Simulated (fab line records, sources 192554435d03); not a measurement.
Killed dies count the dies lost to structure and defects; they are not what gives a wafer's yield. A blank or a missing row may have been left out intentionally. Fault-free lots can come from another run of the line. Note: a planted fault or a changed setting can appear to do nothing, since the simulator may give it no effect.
Which tool was responsible? -- flow n5_finfet -- 36 wafers from 12 lots sampled at 4 of the route's 1938 steps

WHAT EACH GAUGE READ, for each wafer
N5_BEOL_M11_INSPECT_58: inspects for defects (darkfield). Usual: raw_defect_count at 72, with a standard deviation of 23.
lot,measured,on,raw_defect_count,flag
L840,day 9 20:23,defect_inspect-01,36 63 66,
L839,day 10 20:05,defect_inspect-01,51 83 49,
L843,day 11 10:26,defect_inspect-01,64 59 119,
L844,day 12 00:45,defect_inspect-01,99 104 83,
L848,day 12 14:31,defect_inspect-01,80 64 73,
L847,day 12 15:38,defect_inspect-01,42 75 50,
L851,day 13 18:58,defect_inspect-02,35 46 63,
L852,day 13 23:08,defect_inspect-02,102 84 64,
L859,day 15 10:25,defect_inspect-02,64 74 77,
L860,day 15 18:16,defect_inspect-01,75 73 83,
L861,day 15 20:00,defect_inspect-01,62 49 49,
L862,day 16 00:52,defect_inspect-01,150 40 49,

WHAT TOOL EACH LOT RAN ON (gives the tool, then ch and the chambers of the sampled wafers, and finally the start)
lot,N5_BEOL_M11_STRIP_77,N5_BEOL_M11_CURE_72,N5_BEOL_M11_CVD_75
L840,"rie_diel-06 ch 0,3, day 9 18:22 or earlier","uv_cure-02 ch 2, day 9 18:22","cvd_co-01 ch 0,1,2, day 9 19:10"
L839,"rie_diel-02 ch 0,2,3, day 10 16:57 or earlier","uv_cure-01 ch 2, day 10 16:57","cvd_co-01 ch 1,2, day 10 18:21"
L843,"rie_diel-02 ch 0,1, day 11 08:22 or earlier","uv_cure-02 ch 2, day 11 08:22","cvd_co-02 ch 0,2, day 11 09:20"
L844,"rie_diel-01 ch 0,3, day 11 22:49 or earlier","uv_cure-03 ch 2, day 11 22:49","cvd_co-01 ch 0,1, day 11 23:35"
L848,"rie_diel-01 ch 2,3, day 12 09:53 or earlier","uv_cure-02 ch 0, day 12 09:53","cvd_co-01 ch 1,2, day 12 13:07"
L847,"rie_diel-06 ch 1,2, day 12 13:02 or earlier","uv_cure-01 ch 0, day 12 13:02","cvd_co-02 ch 1,2, day 12 14:12"
L851,"rie_diel-02 ch 1,2,3, day 13 16:37 or earlier","uv_cure-01 ch 1, day 13 16:37","cvd_co-01 ch 0,2, day 13 17:52"
L852,"rie_diel-01 ch 0,2,3, day 13 20:10 or earlier","uv_cure-02 ch 0, day 13 20:10","cvd_co-02 ch 1,2, day 13 21:19"
L859,"rie_diel-06 ch 0,1,2, day 15 07:12 or earlier","uv_cure-01 ch 1, day 15 07:12","cvd_co-02 ch 0,1,2, day 15 08:11"
L860,"rie_diel-06 ch 0,1, day 15 15:19 or earlier","uv_cure-03 ch 1, day 15 15:19","cvd_co-02 ch 0,2, day 15 17:08"
L861,"rie_diel-02 ch 1,3, day 15 17:09 or earlier","uv_cure-03 ch 0, day 15 17:09","cvd_co-02 ch 0,1,2, day 15 18:33"
L862,"rie_diel-06 ch 0,3, day 15 18:07 or earlier","uv_cure-01 ch 1, day 15 18:07","cvd_co-02 ch 0,1, day 15 19:16"
- N5_BEOL_M11_STRIP_77: strips in N2/H2, time 10 s.
- N5_BEOL_M11_CURE_72: cures SiCOH lowk, time 120 s.
- N5_BEOL_M11_CVD_75: deposits Co from CCTBA/H2, target thk 2 nm, time 138.9 s.

AS READ BY THE TOOLS THEMSELVES (means over the sampled wafers that have a number; for cases with no such wafer, the mark the record gives instead)
N5_BEOL_M11_STRIP_77. Usual: drypump_motor_current_A 5.9 A, standard deviation 0.34; oes_product_au 0.80 a.u., standard deviation 0.089; rf_vpp_V 59.2 V, standard deviation 0.95; showerhead_plenum_p_Torr 2.57 Torr, standard deviation 0.089; throttle_valve_pct 23.6 %, standard deviation 0.33.
lot,tool,drypump_motor_current_A (A),oes_product_au (a.u.),rf_vpp_V (V),showerhead_plenum_p_Torr (Torr),throttle_valve_pct (%),flag
L840,rie_diel-06,6.2,0.72,59.1,2.57,23.5,
L839,rie_diel-02,5.7,0.82,59.3,2.48,23.4,
L843,rie_diel-02,5.9,0.76,58.5,2.42,23.2,
L844,rie_diel-01,5.5,0.84,59.4,2.53,23.7,
L848,rie_diel-01,6.0,0.77,59.4,2.67,24.0,
L847,rie_diel-06,5.9,0.75,59.2,2.65,23.9,
L851,rie_diel-02,6.0,0.85,58.4,2.50,23.5,
L852,rie_diel-01,5.6,0.78,59.6,2.59,23.8,
L859,rie_diel-06,5.9,0.72,59.9,2.59,23.9,
L860,rie_diel-06,5.9,0.70,59.5,2.57,23.8,
L861,rie_diel-02,6.1,0.85,58.6,2.50,23.5,
L862,rie_diel-06,6.2,0.92,59.3,2.56,23.2,

N5_BEOL_M11_CURE_72. Usual: lamp_power_pct 52.33 %, standard deviation 0.05; wafer_temp_C_max 372.0, standard deviation 0.63.
lot,tool,lamp_power_pct (%),wafer_temp_C_max,flag
L840,uv_cure-02,52.33,372.8,
L839,uv_cure-01,52.34,371.6,
L843,uv_cure-02,52.27,372.3,
L844,uv_cure-03,52.33,372.9,
L848,uv_cure-02,52.34,372.1,
L847,uv_cure-01,52.35,372.5,
L851,uv_cure-01,52.27,371.4,
L852,uv_cure-02,52.34,372.2,
L859,uv_cure-01,52.32,371.5,
L860,uv_cure-03,52.37,372.2,
L861,uv_cure-03,52.34,371.4,
L862,uv_cure-01,52.37,371.3,

N5_BEOL_M11_CVD_75. Usual: run_length_s at 161.8 s, with a standard deviation of 0.33.
lot,tool,run_length_s (s),flag
L840,cvd_co-01,161.8,
L839,cvd_co-01,161.9,
L843,cvd_co-02,161.6,
L844,cvd_co-01,161.3,
L848,cvd_co-01,163.4,OFF
L847,cvd_co-02,162.0,
L851,cvd_co-01,163.5,OFF
L852,cvd_co-02,161.9,
L859,cvd_co-02,161.9,
L860,cvd_co-02,161.7,
L861,cvd_co-02,161.8,
L862,cvd_co-02,162.1,

THE ANSWER, worked out from the rows above alone
Rule: a lot is off if the mean of its wafers that have a number lies more than 3 standard deviations from the usual mean. Also off: a lot with no number at a reading for which 4 or more lots have one. Where the step has rows for the other lots, those lots are counted as sound. Order of review: gauges by route order, followed by the tools' own readings, for which a lot's mean as printed above is used. The first step at which some lot is off is used, and at that step the reading that is off furthest; a lot without a number counts as furthest.
Off, at N5_BEOL_M11_CVD_75 on run_length_s: L848, L851.
If a tool, at that step or one of the process steps before it, ran each lot that is off and ran no sound lot following the first of them, it fits. With no start given for some of its lots, N5_BEOL_M11_STRIP_77 uses the hours and lot order of N5_BEOL_M11_CURE_72. One fits: N5_BEOL_M11_CVD_75 on cvd_co-01. A fault onset in the window from L844 (day 11 23:35, its last sound lot) to L848 (day 12 13:07, its first lot off) fits.
On the lots that are off, the tool's own readings at N5_BEOL_M11_CVD_75 differ by more than 5 times the standard deviation of the sound lots' means, which bears it out; run_length_s reads 163.4 s there versus 161.8 s on the sound lots.

WHAT HAD BEEN PUT IN BY THE SIMULATOR
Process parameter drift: cvd_co-01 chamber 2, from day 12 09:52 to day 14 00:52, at N5_BEOL_M11_CVD_75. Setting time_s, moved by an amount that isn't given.
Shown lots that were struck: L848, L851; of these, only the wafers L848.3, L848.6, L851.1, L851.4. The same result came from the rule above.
